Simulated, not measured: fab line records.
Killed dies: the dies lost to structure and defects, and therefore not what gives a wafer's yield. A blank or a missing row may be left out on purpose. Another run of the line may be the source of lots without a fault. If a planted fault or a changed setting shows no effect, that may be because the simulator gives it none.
fab line records	flow nand_harc
record lots=7	wafers=21	last_day=34
route steps=1302 shown A_WL_FILL@965 A_CONTACT@983
lots with no fault: from the same line, run without faults
start_h: hours from the record's first day to the start of the lot's first wafer shown	wait_h: hours since the lot's step before	" identical to the entry in the row above	L1.1+2: a single row standing in for several wafers	- no value, or no start was given	* or withheld: withheld	< > ~ a bound
route shown NAME@n: names a module that has steps shown in the file, with the first one's number in the route	usual: average and standard deviation across the fault-free wafers	same: alike in all rows	chamber/n: place in a boat	sites: each site's reading	_std_site: standard deviation across them	_edge_site: inner sites' mean taken away from outer sites' mean	radius_mm: how far each site lies from the wafer's centre	mask NAME#n: copy n	behind: the most recent tool/chamber to have shaped the wafer	hold: the reason the lot was held/the length of the hold in hours/how it ended	device: which transistor (n, p or np) failed to switch	end of line: at the end of the route, the tests of the same wafers	step lacking rows: just its recipe	killed: not the wafer's yield, but the dies lost to structure and defects at the first sort	map: a wafer's dies, x killed, . not, _ none there
set.NAME: the run value of the setting; set.NAME@STEP: its run value at that earlier step	model.NAME: the simulator's own value behind a step, which no gauge read
lots at selected steps of the route; one table per step, one row per wafer
services: from which hour (start_h, from the record's first day; less than 0 if before it) a tool's chamber was out of use, for how many hours, and why
## steps
# step NHARC_A_WL_FILL_ALD_10
# recipe target_thk_a=500	pulse_time_s=10	ald_cycles=500	temp_c=300	material=SiO2
# step NHARC_A_WL_FILL_ETCHBACK_16
# recipe target_depth_a=1200	time_s=24	c4f8_flow_sccm=withheld	o2_flow_sccm=8	ar_flow_sccm=withheld	rf_w=600	bias_w=800	chemistry=C4F8/O2/Ar
# step NHARC_A_WL_FILL_STRIP_29
# recipe time_s=20	o2_flow_sccm=500	ar_flow_sccm=0	bias_w=0	chemistry=O2
# usual chamber_pressure_mTorr=60.00/0.053	drypump_motor_current_A=5.8/0.44	oes_product_au=1.002/0.0086	rf_vpp_V=57.9/0.82	showerhead_plenum_p_Torr=3.54/0.14	throttle_valve_pct=17.035/0.0096
lot.wafer	tool	chamber	start_h	wait_h	chamber_pressure_mTorr	drypump_motor_current_A	oes_product_au	rf_hours_counter_h	rf_vpp_V	showerhead_plenum_p_Torr	throttle_valve_pct
L388.3	rie_diel-11	2	549.07	0.1	60.12	5.1	0.999	2.6	57.9	3.76	17.031
L388.4	"	3	"	"	60.05	5.9	1.017	2.3	57.7	3.44	17.047
L388.6	"	2	"	"	60.01	5.1	1.008	-	58.8	3.76	17.027
L389.1	rie_diel-11	0	561.35	0.1	60.03	5.5	1.003	2.5	58.1	3.50	17.051
L389.5	"	3	"	"	59.99	5.8	1.008	-	57.5	3.44	17.041
L389.6	"	0	"	"	59.93	5.5	1.020	-	58.0	3.50	17.033
L387.2	rie_diel-09	3	561.37	0.1	60.05	6.2	1.000	1.7	58.0	3.45	17.047
L387.1	"	0	"	"	60.08	5.7	0.993	1.8	57.8	3.56	17.019
L387.5	"	0	"	"	60.04	5.8	0.997	-	58.5	3.56	17.046
L398.4	rie_diel-09	1	646.72	0.1	60.01	6.2	1.010	4.2	57.7	3.42	17.034
L398.2	"	3	"	"	59.96	6.2	1.002	5.1	57.7	3.45	17.008
L398.6	"	1	"	"	59.97	6.2	1.000	-	58.2	3.42	17.041
L399.2	rie_diel-11	2	656.86	0.1	60.01	5.1	0.998	0.9	57.9	3.76	17.034
L399.4	"	0	"	"	59.92	5.5	1.011	0.9	57.3	3.50	17.033
L399.6	"	1	"	"	59.87	6.3	1.009	-	58.5	3.65	17.020
L403.2	rie_diel-08	2	680.29	0.1	59.96	6.2	0.994	6.5	58.2	3.72	17.021
L403.4	"	0	"	"	59.95	5.7	1.004	7.2	57.0	3.66	17.028
L403.5	"	2	"	"	60.05	6.2	1.001	-	58.4	3.72	17.036
L404.2	rie_diel-08	0	714.53	0.1	59.95	5.8	0.999	8.4	58.1	3.66	17.027
L404.1	"	1	"	"	60.02	6.1	1.005	6.8	57.0	3.38	17.029
L404.6	"	1	"	"	60.06	6.1	1.001	-	57.9	3.38	17.051
# step NHARC_A_WL_FILL_ETCHBACK_17
# recipe target_depth_a=40	time_s=26.7	chemistry=Cl2/BCl3
# step NHARC_A_WL_FILL_PRECLEAN_18
# recipe time_s=30	chemistry=dHF
# step NHARC_A_WL_FILL_SRD_21
# step NHARC_A_WL_FILL_CVD_23
# recipe target_thk_a=400	temp_c=620	pressure_mtorr=200	time_s=800	material=poly-Si
# step NHARC_A_WL_FILL_ETCHBACK_26
# recipe target_depth_a=520	time_s=13.3	hbr_flow_sccm=150	rf_w=350	icp_w=350	bias_w=60	chemistry=HBr
# step NHARC_A_WL_FILL_PRECLEAN_30
# recipe time_s=10	chemistry=dHF
# step NHARC_A_WL_FILL_SRD_14
# step NHARC_A_WL_FILL_ALD_19
# recipe target_thk_a=20	pulse_time_s=3	ald_cycles=100	temp_c=450	material=TiN
# usual heater_power_w=1104/120	precursor_pulse_height_rel=1.000/0.018	susceptor_temp_C=449.99/0.25
lot.wafer	tool	chamber	start_h	wait_h	heater_power_w	precursor_pulse_height_rel	susceptor_temp_C
L388.3	ald_metal-02	3	554.62	0.1	1019	1.039	450.09
L388.4	"	0	"	"	1152	0.993	449.94
L388.6	"	3	"	"	995	1.020	449.98
L387.2	ald_metal-04	1	566.83	0.1	1234	1.006	450.13
L387.1	"	3	"	"	938	1.001	449.63
L387.5	"	0	"	"	1246	0.996	449.94
L389.1	ald_metal-03	3	566.88	0.2	1124	1.013	449.97
L389.5	"	0	"	"	1040	0.978	450.62
L389.6	"	1	"	"	1095	1.007	450.04
L398.2	ald_metal-02	1	652.33	0.1	1116	0.969	450.11
L398.4	"	3	"	"	982	0.993	449.80
L398.6	"	0	"	"	1120	1.055	449.78
L399.4	ald_metal-04	3	662.42	0.1	937	1.028	449.97
L399.2	"	0	"	"	1236	0.998	449.78
L399.6	"	0	"	"	1225	0.991	449.98
L403.2	ald_metal-02	1	685.76	0.1	1084	0.962	450.12
L403.4	"	0	"	"	1150	0.990	450.34
L403.5	"	2	"	"	1129	1.019	450.05
L404.1	ald_metal-03	3	720.17	0.1	1227	1.008	450.13
L404.2	"	0	"	"	1034	0.985	450.09
L404.6	"	2	"	"	882	0.996	450.15
# step NHARC_A_WL_FILL_CVD_20
# recipe target_thk_a=1000	temp_c=400	pressure_torr=40	wf6_flow_sccm=40	h2_flow_sccm=1600	ar_flow_sccm=1560	time_s=74	material=W
# usual chamber_pressure_Torr=40.00/0.081	heater_power_w=836/55	susceptor_temp_C=399.99/0.24	throttle_valve_pct=7.7/0.31
lot.wafer	tool	chamber	start_h	wait_h	chamber_pressure_Torr	heater_power_w	susceptor_temp_C	throttle_valve_pct
L388.4	cvd_w-02	0	-	-	40.06	863	-	8.1
L388.3	"	1	"	"	40.05	767	-	7.3
L388.6	"	0	"	"	40.06	878	-	7.8
L387.2	cvd_w-02	0	-	-	39.89	884	399.71	8.2
L387.1	"	1	"	"	39.99	787	400.06	7.4
L387.5	"	0	"	"	39.99	882	399.87	8.1
L389.1	cvd_w-01	0	-	-	40.11	927	-	8.1
L389.6	"	1	"	"	40.01	762	-	7.6
L389.5	"	0	"	"	40.09	907	-	7.6
L398.2	cvd_w-01	1	-	-	39.96	781	400.29	7.6
L398.4	"	1	"	"	39.98	762	400.13	7.7
L398.6	"	0	"	"	40.06	917	399.88	8.0
L399.2	cvd_w-01	0	-	-	39.93	901	399.46	7.9
L399.4	"	1	"	"	39.99	760	399.97	7.6
L399.6	"	0	"	"	39.99	921	399.66	8.1
L403.2	cvd_w-01	1	-	-	40.09	786	399.97	7.9
L403.4	"	0	"	"	39.98	955	400.02	8.3
L403.5	"	1	"	"	39.92	776	399.98	7.9
L404.2	cvd_w-02	0	-	-	39.92	872	399.82	7.9
L404.1	"	1	"	"	40.12	790	400.16	7.6
L404.6	"	1	"	"	40.01	806	399.75	7.6
# step NHARC_A_WL_FILL_CMP_12
# recipe t_overpolish_s=30	target_thk_nm=100
# usual edge_zone_pressure_frac=1.000/0.005	motor_current_A=12.1/1.1	overpolish_run_s=30.001/0.0091	time_to_endpoint_s=19.5/2.2
lot.wafer	tool	chamber	start_h	wait_h	edge_zone_pressure_frac	motor_current_A	overpolish_run_s	time_to_endpoint_s
L388.3	cmp-04	3	555.37	0.1	-	-	-	-
L388.4	"	1	"	"	-	-	-	-
L388.6	"	2	"	"	-	-	-	-
L387.1	cmp-02	0	567.19	0.1	-	-	-	-
L387.2	"	1	"	"	-	-	-	-
L387.5	"	0	"	"	-	-	-	-
L389.1	cmp-04	3	567.19	0.1	-	-	-	-
L389.6	"	3	"	"	-	-	-	-
L389.5	"	0	"	"	-	-	-	-
L398.2	cmp-02	2	652.74	0.2	0.998	11.1	30.002	20.8
L398.4	"	3	"	"	0.997	11.7	30.014	18.9
L398.6	"	0	"	"	1.003	11.6	29.985	22.2
L399.2	cmp-04	1	662.80	0.2	0.997	12.1	29.992	18.0
L399.4	"	2	"	"	1.001	12.3	30.000	18.2
L399.6	"	2	"	"	0.995	12.9	30.009	18.8
L403.2	cmp-03	2	686.17	0.2	0.996	11.1	30.016	20.3
L403.4	"	0	"	"	1.004	11.0	29.998	20.8
L403.5	"	2	"	"	1.004	11.3	29.995	18.9
L404.2	cmp-04	1	720.52	0.2	1.004	11.5	29.993	19.3
L404.1	"	2	"	"	0.996	12.0	29.995	18.1
L404.6	"	2	"	"	0.997	11.8	30.000	21.1
# step NHARC_A_WL_FILL_SRD_31
# step NHARC_A_WL_FILL_INSPECT_15
# usual raw_defect_count=507/130
lot.wafer	tool	chamber	start_h	wait_h	hold	raw_defect_count
L388.3	defect_inspect-02	-	555.83	0.0	await_dispo/0.2h/release	2525
L388.4	"	-	"	"	await_dispo/0.2h/release	2705
L388.6	"	-	"	"	await_dispo/0.2h/release	2551
L388.3	defect_inspect-02	-	556.00	0.2	-	2540
L388.4	"	-	"	"	-	2673
L388.6	"	-	"	"	-	2546
L389.1	defect_inspect-01	-	567.66	0.0	await_dispo/0.2h/release	2510
L389.5	"	-	"	"	await_dispo/0.2h/release	2430
L389.6	"	-	"	"	await_dispo/0.2h/release	2476
L389.1	defect_inspect-01	-	567.83	0.2	-	2510
L389.5	"	-	"	"	-	2427
L389.6	"	-	"	"	-	2473
L387.1	defect_inspect-02	-	567.66	0.0	await_dispo/0.2h/release	2394
L387.2	"	-	"	"	await_dispo/0.2h/release	2623
L387.5	"	-	"	"	await_dispo/0.2h/release	2384
L387.1	defect_inspect-02	-	567.83	0.2	-	2410
L387.2	"	-	"	"	-	2582
L387.5	"	-	"	"	-	2376
L398.2	defect_inspect-01	-	653.18	0.0	-	929
L398.4	"	-	"	"	-	863
L398.6	"	-	"	"	-	564
L399.2	defect_inspect-02	-	663.29	0.0	-	612
L399.4	"	-	"	"	-	642
L399.6	"	-	"	"	-	459
L403.2	defect_inspect-02	-	686.61	0.0	-	470
L403.4	"	-	"	"	-	400
L403.5	"	-	"	"	-	522
L404.1	defect_inspect-02	-	721.00	0.1	-	460
L404.2	"	-	"	"	-	454
L404.6	"	-	"	"	-	416
# step NHARC_A_CONTACT_DEP_24
# recipe target_thk_a=5000	temp_c=400	pressure_torr=6.5	rf_w=900	teos_flow_sccm=161.4	flow_sccm=2650	target_thk_nm=500	gas=O2	material=SiO2
# usual chamber_pressure_Torr=6.498/0.014	heater_power_w=539/110	susceptor_temp_C=400.00/0.22	throttle_valve_pct=15.7/0.35
lot.wafer	tool	chamber	start_h	wait_h	hold	chamber_pressure_Torr	heater_power_w	susceptor_temp_C	throttle_valve_pct
L388.3	pecvd-02	1	559.76	3.8	await_dispo/3.5h/release	6.518	539	399.84	15.1
L388.6	"	0	"	"	await_dispo/3.5h/release	6.523	362	399.95	15.8
L388.4	"	1	"	"	await_dispo/3.5h/release	6.514	578	399.89	15.3
L387.1	pecvd-01	1	569.79	2.0	await_dispo/1.5h/release	6.487	788	399.53	15.1
L387.2	"	2	"	"	await_dispo/1.5h/release	6.503	443	400.24	15.4
L387.5	"	2	"	"	await_dispo/1.5h/release	6.491	495	400.00	15.6
L389.1	pecvd-03	0	573.62	5.8	await_dispo/5.7h/release	6.505	540	399.83	16.4
L389.6	"	1	"	"	await_dispo/5.7h/release	6.485	590	400.14	15.6
L389.5	"	2	"	"	await_dispo/5.7h/release	6.504	539	400.05	15.4
L398.2	pecvd-03	1	653.25	0.1	-	6.463	555	399.83	15.5
L398.4	"	1	"	"	-	6.465	591	400.04	15.4
L398.6	"	2	"	"	-	6.499	524	400.00	15.8
L399.2	pecvd-01	0	663.48	0.2	-	6.482	424	400.00	15.7
L399.4	"	1	"	"	-	6.500	833	399.77	15.6
L399.6	"	0	"	"	-	6.480	306	399.61	15.8
L403.2	pecvd-02	1	686.68	0.1	-	6.496	659	399.94	15.5
L403.5	"	2	"	"	-	6.486	434	400.28	15.6
L403.4	"	0	"	"	-	6.500	501	399.96	15.6
L404.2	pecvd-03	0	721.13	0.1	-	6.501	499	400.01	16.2
L404.1	"	1	"	"	-	6.505	563	399.99	15.7
L404.6	"	1	"	"	-	6.498	603	400.16	15.5
# step NHARC_A_CONTACT_DEP_28
# recipe target_thk_a=70000	temp_c=400	material=aC
# step NHARC_A_CONTACT_DEP_29
# recipe target_thk_a=1000	target_thk_nm=100	temp_c=400	pressure_torr=3.5	flow_sccm=200	rf_w=350	material=SiON
# usual chamber_pressure_Torr=3.500/0.0069	heater_power_w=748/110	susceptor_temp_C=400.00/0.24
lot.wafer	tool	chamber	start_h	wait_h	chamber_pressure_Torr	heater_power_w	susceptor_temp_C
L388.3	pecvd-02	0	564.89	2.5	3.504	646	400.14
L388.4	"	1	"	"	3.498	768	400.40
L388.6	"	2	"	"	3.498	594	400.49
L387.1	pecvd-03	2	575.70	3.5	3.501	805	400.04
L387.2	"	1	"	"	3.491	811	400.02
L387.5	"	2	"	"	3.493	797	400.01
L389.1	pecvd-03	2	579.47	3.6	3.493	780	400.35
L389.5	"	2	"	"	3.494	786	399.98
L389.6	"	1	"	"	3.507	807	399.91
L398.2	pecvd-03	1	659.74	2.9	3.502	756	399.73
L398.6	"	2	"	"	3.494	810	399.71
L398.4	"	1	"	"	3.491	757	400.11
L399.2	pecvd-02	1	668.21	2.8	3.502	755	400.05
L399.4	"	1	"	"	3.509	791	400.02
L399.6	"	0	"	"	3.498	714	400.20
L403.2	pecvd-02	0	691.48	2.8	3.508	710	400.14
L403.5	"	1	"	"	3.504	883	400.07
L403.4	"	2	"	"	3.503	616	399.72
L404.2	pecvd-01	1	725.98	2.9	3.508	1003	399.97
L404.1	"	2	"	"	3.493	671	400.02
L404.6	"	2	"	"	3.492	664	400.21
# step NHARC_A_CONTACT_DEHYDRATE_32
# recipe temp_c=150	time_s=120
# step NHARC_A_CONTACT_HMDS_33
# recipe time_s=30
# step NHARC_A_CONTACT_COAT_34
# recipe temp_c=260	time_s=75
# step NHARC_A_CONTACT_COAT_35
# recipe temp_c=225	time_s=65
# step NHARC_A_CONTACT_COAT_36
# recipe spin_rpm=1500	resist_thk_nm=90
# step NHARC_A_CONTACT_SOFTBAKE_37
# recipe temp_c=105	time_s=55
# step NHARC_A_CONTACT_EBR_38
# step NHARC_A_CONTACT_EXPOSE_39
# recipe na=1.35	sigma_outer=0.8	dose_mj=58.79	mask_id=A_CC_3
# step NHARC_A_CONTACT_PEB_40
# recipe peb_temp_c=100	peb_time_s=65
# step NHARC_A_CONTACT_DEVELOP_41
# recipe develop_time_s=35	dev_temp_c=23
# step NHARC_A_CONTACT_CD_MEAS_42
# recipe target_cd_nm=300	landing_energy_ev=500
# usual cd_nm=299.8/0.51
lot.wafer	tool	chamber	start_h	wait_h	cd_nm
L388.3	cd_sem-03	0	565.49	-	299.5
L388.4	"	0	"	"	299.3
L388.6	"	0	"	"	299.8
L387.1	cd_sem-03	0	576.41	-	300.3
L387.2	"	0	"	"	300.1
L387.5	"	0	"	"	300.0
L389.1	cd_sem-02	0	580.07	-	299.9
L389.5	"	0	"	"	299.4
L389.6	"	0	"	"	300.0
L398.2	cd_sem-02	0	660.28	-	299.2
L398.4	"	0	"	"	299.5
L398.6	"	0	"	"	300.0
L399.2	cd_sem-02	0	668.94	-	299.9
L399.4	"	0	"	"	299.4
L399.6	"	0	"	"	299.3
L403.2	cd_sem-01	0	692.08	-	298.9
L403.4	"	0	"	"	299.5
L403.5	"	0	"	"	299.1
L404.1	cd_sem-03	0	726.79	-	299.3
L404.2	"	0	"	"	300.7
L404.6	"	0	"	"	300.6
# step NHARC_A_CONTACT_OVL_MEAS_43
# usual overlay_x_nm=0.1/0.79	overlay_y_nm=0.1/0.67
lot.wafer	tool	chamber	start_h	wait_h	overlay_x_nm	overlay_y_nm
L388.3	overlay-01	-	565.57	-	1.3	1.1
L388.4	"	-	"	"	1.2	0.7
L388.6	"	-	"	"	0.6	0.9
L387.1	overlay-01	-	576.50	-	0.6	1.0
L387.2	"	-	"	"	0.2	1.3
L387.5	"	-	"	"	0.2	1.3
L389.1	overlay-01	-	580.15	-	0.0	-0.6
L389.5	"	-	"	"	0.2	0.1
L389.6	"	-	"	"	0.4	-0.7
L398.2	overlay-02	-	660.37	-	-1.2	1.0
L398.4	"	-	"	"	-1.0	1.1
L398.6	"	-	"	"	-1.4	1.0
L399.2	overlay-02	-	669.03	-	-0.2	1.0
L399.4	"	-	"	"	-0.8	0.6
L399.6	"	-	"	"	-1.2	1.4
L403.2	overlay-01	-	692.16	-	-0.6	-0.1
L403.4	"	-	"	"	-0.3	0.0
L403.5	"	-	"	"	-0.5	-0.3
L404.1	overlay-01	-	726.88	-	1.1	0.4
L404.2	"	-	"	"	0.9	0.3
L404.6	"	-	"	"	0.6	-0.4
## services
tool	chamber	start_h	hours	kind
cvd_w-01	-	547.00	13.0	pm
pecvd-03	-	548.44	13.0	pm
cmp-04	-	559.49	5.8	repair
cmp-04	-	576.53	7.6	repair
rie_diel-11	2	583.56	12.4	repair
pecvd-02	-	589.50	13.0	pm
cmp-04	-	601.00	4.0	pm
pecvd-02	2	609.37	2.5	repair
rie_diel-11	-	609.50	9.0	pm
ald_metal-02	-	610.00	10.0	pm
pecvd-02	1	612.37	20.8	repair
cmp-04	-	625.95	1.5	repair
pecvd-01	2	640.94	8.0	repair
cvd_w-02	-	656.29	13.0	pm
cmp-04	-	658.91	0.5	repair
cvd_w-01	-	660.19	0.8	repair
pecvd-01	-	673.00	13.0	pm
rie_diel-11	0	673.70	4.6	repair
cvd_w-01	-	679.27	2.3	repair
cvd_w-01	-	696.52	0.5	repair
cmp-04	-	699.00	4.0	pm
pecvd-02	-	709.89	1.0	repair
pecvd-01	0	715.81	16.4	repair
ald_metal-02	0	718.16	4.5	repair
## key
first_sign step=NHARC_A_WL_FILL_CMP_12	reading=tool_record	direction=missing
effect step=NHARC_A_WL_FILL_INSPECT_15	reading=visit	direction=added
effect step=NHARC_A_WL_FILL_INSPECT_15	reading=raw_defect_count	direction=up	sigmas=16	usual=507	struck=2511
met_at NHARC_A_WL_FILL_CMP_12
struck_wafers L387.1,L387.2,L387.5,L388.3,L388.4,L388.6,L389.1,L389.5,L389.6
scrapped_behind NHARC_A_CONTACT_INSPECT_44 L387.1,L387.2,L387.5,L388.3,L388.4,L388.6,L389.1,L389.5,L389.6
fault kind=skipped_step_whole	tool=cmp-02,cmp-04	chamber=-	onset_h=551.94	steps=NHARC_A_WL_FILL_CMP_12	scope=struck_lots_only
